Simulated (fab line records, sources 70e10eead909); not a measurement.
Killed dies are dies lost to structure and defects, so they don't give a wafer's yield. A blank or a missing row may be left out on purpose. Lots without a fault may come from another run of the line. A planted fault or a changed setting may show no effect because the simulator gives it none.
A sampling plan put to the test | flow nand_harc | one fab line, 20 faults that these records tell of, each judged on the records of the lots that it struck
The plan is the line's own looks: the steps of the route at which a gauge or an inspection reads the wafer and doesn't change it. A look can be judged if struck wafers have a number there and the file gives its usual mean and standard deviation on fault-free wafers. Caught: at a look after the fault's first step, the mean of the struck wafers lies 4 or more of those standard deviations (sigma) from the usual mean. On the tool: the same test on the tool's own readings at the fault's steps. Another recipe on the struck wafers, or a record that is blank for them alone, also counts as caught.

THE FAULTS, as the simulator had put them in
1. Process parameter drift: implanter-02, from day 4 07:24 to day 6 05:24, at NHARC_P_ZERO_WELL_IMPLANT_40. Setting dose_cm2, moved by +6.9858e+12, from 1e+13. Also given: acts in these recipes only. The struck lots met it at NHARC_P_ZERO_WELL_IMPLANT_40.
2. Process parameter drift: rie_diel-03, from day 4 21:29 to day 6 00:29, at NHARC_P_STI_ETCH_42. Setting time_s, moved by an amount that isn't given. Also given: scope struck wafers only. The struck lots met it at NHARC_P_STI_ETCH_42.
3. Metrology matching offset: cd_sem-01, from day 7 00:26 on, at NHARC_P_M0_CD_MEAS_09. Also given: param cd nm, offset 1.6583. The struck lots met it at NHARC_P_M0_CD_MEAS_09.
4. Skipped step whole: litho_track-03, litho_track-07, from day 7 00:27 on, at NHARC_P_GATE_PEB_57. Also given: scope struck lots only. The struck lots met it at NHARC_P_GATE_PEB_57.
5. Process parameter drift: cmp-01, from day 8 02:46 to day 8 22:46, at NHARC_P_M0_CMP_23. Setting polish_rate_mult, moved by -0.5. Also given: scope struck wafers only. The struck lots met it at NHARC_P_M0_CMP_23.
6. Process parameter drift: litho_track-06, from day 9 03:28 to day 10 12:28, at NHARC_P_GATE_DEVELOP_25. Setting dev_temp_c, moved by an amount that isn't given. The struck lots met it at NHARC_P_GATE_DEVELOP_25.
7. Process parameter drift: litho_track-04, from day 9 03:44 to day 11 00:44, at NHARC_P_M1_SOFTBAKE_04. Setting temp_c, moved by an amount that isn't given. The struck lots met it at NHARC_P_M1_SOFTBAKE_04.
8. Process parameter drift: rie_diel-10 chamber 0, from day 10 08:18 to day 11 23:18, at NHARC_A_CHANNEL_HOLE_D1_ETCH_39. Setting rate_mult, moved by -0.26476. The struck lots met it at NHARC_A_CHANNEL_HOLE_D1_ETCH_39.
9. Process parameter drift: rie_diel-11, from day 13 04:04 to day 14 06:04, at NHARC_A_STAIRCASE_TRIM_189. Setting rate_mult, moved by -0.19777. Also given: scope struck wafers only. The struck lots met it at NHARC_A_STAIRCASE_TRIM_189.
10. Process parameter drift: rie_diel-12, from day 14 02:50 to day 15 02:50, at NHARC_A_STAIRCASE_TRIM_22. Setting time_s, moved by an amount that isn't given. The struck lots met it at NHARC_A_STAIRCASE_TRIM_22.
11. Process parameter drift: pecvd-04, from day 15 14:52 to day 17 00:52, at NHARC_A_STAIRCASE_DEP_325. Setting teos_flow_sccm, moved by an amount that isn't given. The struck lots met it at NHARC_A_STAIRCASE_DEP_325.
12. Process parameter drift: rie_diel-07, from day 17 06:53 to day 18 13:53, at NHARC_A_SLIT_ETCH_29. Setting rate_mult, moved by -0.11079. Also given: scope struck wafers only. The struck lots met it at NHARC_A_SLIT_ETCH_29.
13. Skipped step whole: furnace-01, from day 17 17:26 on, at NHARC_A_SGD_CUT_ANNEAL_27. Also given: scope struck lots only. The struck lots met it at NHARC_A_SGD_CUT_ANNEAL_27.
14. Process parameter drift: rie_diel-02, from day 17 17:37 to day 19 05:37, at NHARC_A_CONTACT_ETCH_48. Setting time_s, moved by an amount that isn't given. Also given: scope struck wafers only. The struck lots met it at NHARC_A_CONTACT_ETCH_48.
15. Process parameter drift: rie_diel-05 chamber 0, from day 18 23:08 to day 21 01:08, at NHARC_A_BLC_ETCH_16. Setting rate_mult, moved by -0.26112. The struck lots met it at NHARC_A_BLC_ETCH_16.
16. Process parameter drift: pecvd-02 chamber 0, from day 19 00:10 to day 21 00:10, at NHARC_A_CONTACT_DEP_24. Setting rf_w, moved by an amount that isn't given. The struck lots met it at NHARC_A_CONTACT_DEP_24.
17. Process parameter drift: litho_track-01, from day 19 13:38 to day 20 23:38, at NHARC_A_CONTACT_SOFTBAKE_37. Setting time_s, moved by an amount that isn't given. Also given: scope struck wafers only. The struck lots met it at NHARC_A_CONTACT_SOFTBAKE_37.
18. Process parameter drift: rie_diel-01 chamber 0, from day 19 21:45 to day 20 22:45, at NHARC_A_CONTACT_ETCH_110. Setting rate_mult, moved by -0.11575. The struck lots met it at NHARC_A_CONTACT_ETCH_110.
19. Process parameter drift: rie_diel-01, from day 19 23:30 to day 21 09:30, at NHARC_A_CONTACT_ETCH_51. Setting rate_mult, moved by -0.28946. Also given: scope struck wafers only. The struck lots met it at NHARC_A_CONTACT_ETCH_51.
20. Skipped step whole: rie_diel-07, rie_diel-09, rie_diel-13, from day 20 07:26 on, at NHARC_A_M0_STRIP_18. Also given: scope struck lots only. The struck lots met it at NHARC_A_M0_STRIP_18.

WHAT THE PLAN SAW
fault | on the tool itself                               | first look that catches it                      | reading, sigma               | median hours from its first step to that look | hours from the fault's start to the first struck lot there | judged looks passed uncaught
1     | dose_ions_cm2 +99 or beyond sigma                | not the one look that can be judged after it    | -                            | -                                             | -                                                          | 1
2     | run_length_s -36 sigma                           | none of the 2 looks that can be judged after it | -                            | -                                             | -                                                          | 2
3     | only faintly: cd_nm +2.9 sigma                   | not the one look that can be judged after it    | -                            | -                                             | -                                                          | 1
4     | the tool's record is blank for the struck wafers | no look after it can be judged                  | -                            | -                                             | -                                                          | 0
5     | only faintly: time_to_endpoint_s +3.7 sigma      | NHARC_P_M0_INSPECT_27                           | raw_defect_count +17         | 0.5                                           | 3                                                          | 0
6     | developer_temp_C -8.7 sigma                      | no look after it can be judged                  | -                            | -                                             | -                                                          | 0
7     | heater_power_total_W +85 sigma                   | none of the 2 looks that can be judged after it | -                            | -                                             | -                                                          | 2
8     | oes_product_au -19 sigma                         | NHARC_END_SORT_01                               | killed_at_array +39          | 261.9                                         | 265                                                        | 0
9     | oes_product_au -11 sigma                         | not the one look that can be judged after it    | -                            | -                                             | -                                                          | 1
10    | run_length_s +88 sigma                           | not the one look that can be judged after it    | -                            | -                                             | -                                                          | 1
11    | mfc_precursor_sccm -13 sigma                     | not the one look that can be judged after it    | -                            | -                                             | -                                                          | 1
12    | oes_product_au -7.5 sigma                        | no look after it can be judged                  | -                            | -                                             | -                                                          | 0
13    | the tool's record is blank for the struck wafers | no look after it can be judged                  | -                            | -                                             | -                                                          | 0
14    | run_length_s +4.5 sigma                          | not the one look that can be judged after it    | -                            | -                                             | -                                                          | 1
15    | oes_product_au -19 sigma                         | NHARC_END_SORT_01                               | killed_at_array +6.2         | 61.6                                          | 67                                                         | 0
16    | rf_fwd_power_W -99 or beyond sigma               | none of the 2 looks that can be judged after it | -                            | -                                             | -                                                          | 2
17    | heater_power_total_W +99 or beyond sigma         | no look after it can be judged                  | -                            | -                                             | -                                                          | 0
18    | oes_product_au -6.9 sigma                        | NHARC_END_SORT_01                               | killed_at_array +57          | 57.5                                          | 70                                                         | 0
19    | oes_product_au -20 sigma                         | NHARC_END_SORT_01                               | killed_at_array +58          | 77.8                                          | 88                                                         | 0
20    | the tool's record is blank for the struck wafers | NHARC_END_SORT_01                               | sort_bin_2_pct +99 or beyond | 43.7                                          | 49                                                         | 1
A dash: the fault isn't caught, or these records don't give the number.

Caught at a look: 6 of 20. Caught on the tool: 18 of 20. By one or the other: 19 of 20.
Caught on the tool alone: faults 1, 2, 4, 6, 7, 9, 10, 11, 12, 13, 14, 16, 17.
Caught at a look alone: fault 5.
Caught by neither: fault 3.

THINNER SAMPLING
If the look that catches a fault measured only every second or every third lot, by lot number, the first struck lot would be measured this late in the worst case:
fault | struck lots at that look, in order of time | every lot | every second lot | every third lot
5     | L374                                       | 3 h       | may miss it      | may miss it
8     | L645, L649                                 | 265 h     | may miss all 2   | may miss all 2
15    | L531                                       | 67 h      | may miss it      | may miss it
18    | L716                                       | 70 h      | may miss it      | may miss it
19    | L253                                       | 88 h      | may miss it      | may miss it
20    | L600, L602, L601                           | 49 h      | 57 h             | 57 h
Hours are from the fault's start to the first struck lot that is measured. The limit of 4 sigma was tested on all struck wafers together, so one lot alone may lie under it. Other struck lots may not be in these records.

THE LONGEST TIMED WAY FROM STEP TO LOOK
Fault 8: a median of 261.9 hours passes between NHARC_A_CHANNEL_HOLE_D1_ETCH_39 and NHARC_END_SORT_01. No look between them can be judged.
